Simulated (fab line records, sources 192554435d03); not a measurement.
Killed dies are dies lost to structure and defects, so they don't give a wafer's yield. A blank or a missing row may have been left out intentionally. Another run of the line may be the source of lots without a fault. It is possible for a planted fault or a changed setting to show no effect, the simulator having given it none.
A struck lot beside a sound one / flow n5_finfet / 28 out of 1938 route steps
Sound: these wafers, L607.1, L607.2, L607.6. Struck: wafer L616.6. (L616.2, L616.4 of the same lot were not struck and are left out.) The cause comes at the end.
Each step with rows lists, per side, the tool, then ch with its chambers, then its first start. Under that, the readings that differ: sound wafers / struck wafers / difference of the means / sigmas: that difference in standard deviations of wafers without a fault.
alike: same words and numbers on both sides, and readings whose means sit less than 2 such deviations apart. not compared: any withheld reading, any reading some wafer has no value for, any bound like >300 that may hide the same value, and any number with overlapping values for which the record gives no deviation.
The two part at a step that has a row with sigmas, a row that says differs or no value, or rows on one side only. Numbers that don't overlap but have no deviation are shown without sigmas and don't part them. A reading missing from all wafers of one side parts the sides only when that side holds two or more wafers.

first, 1 step without rows for these wafers: N5_DUMMY_GATE_UV_OZONE_45 (time 120 s).
N5_DUMMY_GATE_INSPECT_27: inspects for defects (brightfield).
  sound: defect_inspect-01 at day 3 10:50; struck: defect_inspect-01 at day 5 14:33
  alike: raw_defect_count
N5_SPACER0_ALD_07: deposits SiNx, target thk 2 nm.
  sound on ald_sin-03 ch 0,1,3, day 3 10:53; struck on ald_sin-03 ch 2, day 5 14:35
  alike: heater_power_w
N5_SPACER0_ALD_00: deposits SiOCN, target thk 3.5 nm, pulse time 3 s, purge time 2 s.
  sound on ald_sin-03 ch 0,1,3, day 3 11:02; struck on ald_sin-03 ch 2, day 5 14:44
  alike: heater_power_w, precursor_pulse_height_rel
then, 1 step without rows for these wafers: N5_SPACER0_ALD_08 (deposits SiNx, target thk 2 nm).
N5_SPACER0_INSPECT_04: inspects for defects (darkfield).
  sound: defect_inspect-02 at day 3 11:27; struck: defect_inspect-01 at day 5 15:09
  alike: raw_defect_count
then, 6 steps without rows for these wafers: N5_SD_EPI_N_COAT_32 (time 60 s, resist thk 350 nm); N5_SD_EPI_N_COAT_33 (time 60 s, resist thk 35 nm); N5_SD_EPI_N_COAT_03 (resist thk 150 nm); N5_SD_EPI_N_EBR_05; N5_SD_EPI_N_SOFTBAKE_04 (time 60 s); N5_SD_EPI_N_EXPOSE_06 (exposes mask SD N BLK, target cd 120 nm).
N5_SD_EPI_N_PEB_07: peb time 60 s.
  sound on litho_track-02 ch 0, day 3 11:39; struck on litho_track-02 ch 0, day 5 15:23
reading=heater_power_total_W (W); sound=173.5 173.1 173.0; struck=259.3; difference=+86.1; sigmas=+54
  alike: resist_line_temp_C
  not compared: plate_temp_C
then, 1 step without rows for these wafers: N5_SD_EPI_N_DEVELOP_08 (develop time 30 s).
N5_SD_EPI_N_CD_MEAS_09 targets a cd of 120 nm.
  sound on cd_sem-03 ch 0, day 3 11:43; struck on cd_sem-01 ch 0, day 5 15:28
reading=cd_nm (nm); sound=120.0 119.9 120.7; struck=95.0; difference=-25.2; sigmas=-35
N5_SD_EPI_N_OVL_MEAS_10:
  sound on overlay-02 ch 0, day 3 11:45; struck on overlay-02 ch 0, day 5 15:29
  alike: SD_N_BLK_OVL
N5_SD_EPI_N_INSPECT_11: inspects for defects (macro).
  sound: defect_inspect-01 at day 3 11:47; struck: defect_inspect-02 at day 5 15:31
  alike: raw_defect_count
N5_SD_EPI_N_DESCUM_14: chemistry O2, time 7.9 s.
  sound on rie_diel-05 ch 2,3, day 3 12:07; struck on rie_diel-05 ch 0, day 5 15:50
reading=model.SD_EPI_N.cd_nm (nm); sound=120 119.8 120.4; struck=94.8; difference=-25.3; sigmas=
  alike: drypump_motor_current_A, oes_product_au, rf_vpp_V, showerhead_plenum_p_Torr, throttle_valve_pct
  not compared: rf_hours_counter_h
N5_SD_EPI_N_ETCH_34: etches SiARC in CF4, target depth 45.5 nm, time 75.8 s.
  sound on rie_diel-05 ch 2,3, day 3 12:08; struck on rie_diel-05 ch 0, day 5 15:52
  alike: drypump_motor_current_A, etch_rf_on_time_s, oes_product_au, rf_vpp_V, showerhead_plenum_p_Torr, throttle_valve_pct
  not compared: rf_hours_counter_h
then, 2 steps without rows for these wafers: N5_SD_EPI_N_ETCH_35 (etches SOC in N2/H2, overetch 108 nm, time 486 s); N5_SD_EPI_N_STRIP_36 (strips in N2/H2).
N5_SD_EPI_N_ETCHBACK_44: etches SiNx in CH3F/O2, stops on SiO2, target depth 14.5 nm.
  sound on rie_diel-05 ch 2,3, day 3 12:32; struck on rie_diel-05 ch 0, day 5 16:15
  alike: CH3F_flow_sccm, O2_flow_sccm, drypump_motor_current_A, oes_product_au, rf_vpp_V, showerhead_plenum_p_Torr, throttle_valve_pct
  not compared: rf_hours_counter_h
N5_SD_EPI_N_ETCH_45: etches SiOCN in CH3F/O2, target depth 6 nm.
  sound on rie_diel-05 ch 2,3, day 3 12:38; struck on rie_diel-05 ch 0, day 5 16:21
reading=CH3F_flow_sccm (sccm); sound=29.97 30.04 30.06; struck=29.83; difference=-0.19; sigmas=-2
  alike: O2_flow_sccm, drypump_motor_current_A, oes_product_au, rf_vpp_V, showerhead_plenum_p_Torr, throttle_valve_pct
  not compared: rf_hours_counter_h
then, 2 steps without rows for these wafers: N5_SD_EPI_N_ETCH_16 (etches SiO2 in CHF3/O2, target depth 5 nm); N5_SD_EPI_N_STRIP_47 (strips in CHF3/O2).
N5_SD_EPI_N_SD_RECESS_17: chemistry HBr/Cl2/O2, target depth 41 nm, time 23.7 s, bt time 3 s.
  sound on rie_si-05 ch 1,2, day 3 12:48; struck on rie_si-01 ch 3, day 5 16:31
reading=model.SD_EPI_N.cd_nm (nm); sound=121.8 118.6 122.8; struck=94.6; difference=-26.5; sigmas=
  alike: O2_flow_sccm, drypump_motor_current_A, oes_product_au, throttle_valve_pct
  not compared: rf_hours_counter_h
then, 1 step without rows for these wafers: N5_SD_EPI_N_STRIP_38 (strips in N2/H2).
N5_BEOL_M4_RC_MEAS_101:
  the record has rows for the sound wafers here (prober-02 ch 0, day 8 00:39) and none for the struck ones

## WHERE THEY PART
First at N5_SD_EPI_N_PEB_07; last, within this record, at N5_BEOL_M4_RC_MEAS_101.

WHY: whatever the simulator had introduced
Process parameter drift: litho_track-02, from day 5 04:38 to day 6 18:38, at N5_SD_EPI_N_PEB_07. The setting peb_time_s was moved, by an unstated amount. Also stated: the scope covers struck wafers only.
